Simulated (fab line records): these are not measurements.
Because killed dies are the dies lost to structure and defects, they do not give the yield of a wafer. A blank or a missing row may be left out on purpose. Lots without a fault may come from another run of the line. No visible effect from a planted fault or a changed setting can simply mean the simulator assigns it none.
One fault seen from 2 desks    flow n5-finfet    what lay behind the numbers comes last; until then each desk has only its own

## FOR THE TOOL OWNER'S DESK: rie-diel-02
The tool's own readings at N5_BEOL_M11_ETCH_62 (etches SOC in N2/H2, target depth 110 nm, overetch 22 nm, time 165 s): means of the sampled wafers that have a number, for each lot that ran on this tool. If a lot's mean is further than 4 standard deviations from the usual mean, the lot is out of limits and carries the mark OUT (the distance appears in the brackets).
Columns: A = bias-w at N5_BEOL_M11_ETCH_62, usual 150.0 W; B = drypump-motor-current-A at N5_BEOL_M11_ETCH_62, usual 5.8 A; C = oes-product-au at N5_BEOL_M11_ETCH_62, usual 0.68 a.u.; D = rf-fwd-power-W at N5_BEOL_M11_ETCH_62, usual 837.3 W; E = rf-vpp-V at N5_BEOL_M11_ETCH_62, usual 524 V; F = showerhead-plenum-p-Torr at N5_BEOL_M11_ETCH_62, usual 2.56 Torr; G = throttle-valve-pct at N5_BEOL_M11_ETCH_62, usual 17.79 %
lot   first seen here  A                B    C     D      E              F     G
L639  day 13 07:22     150.4            5.7  0.68  839.8  524            2.53  17.88
L642  day 13 23:44     149.9            5.6  0.63  838.1  519            2.35  17.73
L653  day 16 16:35     115.5 (-82) OUT  5.7  0.71  835.6  440 (-27) OUT  2.49  17.97
Finding of this desk: L653 out of limits; the first was L653 at day 16 16:35, on bias-w at N5_BEOL_M11_ETCH_62. Within limits: L639, L642.

## THE METROLOGY DESK
What the gauges read, lot by lot, whatever tool the lot ran on: means of the sampled wafers that have a number. If a lot's mean is further than 4 standard deviations from the usual mean, the lot is out of limits and carries the mark OUT (the distance appears in the brackets).
Columns: A = cd-nm at N5_BEOL_M11_CD_MEAS_18, usual 69.7 nm
lot   first seen here  A
L640  day 13 02:18     70.0
L639  day 13 07:44     69.5
L641  day 13 17:02     69.2
L642  day 14 00:06     70.1
L653  day 16 17:04     67.9
L656  day 17 03:04     69.5
L655  day 17 22:08     70.3
L659  day 18 06:53     70.4
L657  day 18 13:11     69.2
L660  day 20 08:05     70.2
Result from this desk: across the 10 lots, nothing is out of limits.

## ALL TOGETHER
An alarm could have come from the tool owner's desk at day 16 16:35, on L653.
From the metrology desk's view, nothing was out of limits.
The metrology desk holds a record of L653, inside its limits.
Of the lots named, all ran N5_BEOL_M11_ETCH_62 on rie-diel-02.

## WHAT WAS PUT IN BY THE SIMULATOR
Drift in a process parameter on rie-diel-02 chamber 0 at N5_BEOL_M11_ETCH_62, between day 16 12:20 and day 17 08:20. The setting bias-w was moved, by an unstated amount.
Struck lots among those shown: L653.
How many hours passed from the start of the fault until each desk's first out-of-limits reading: the tool owner's desk, 4.
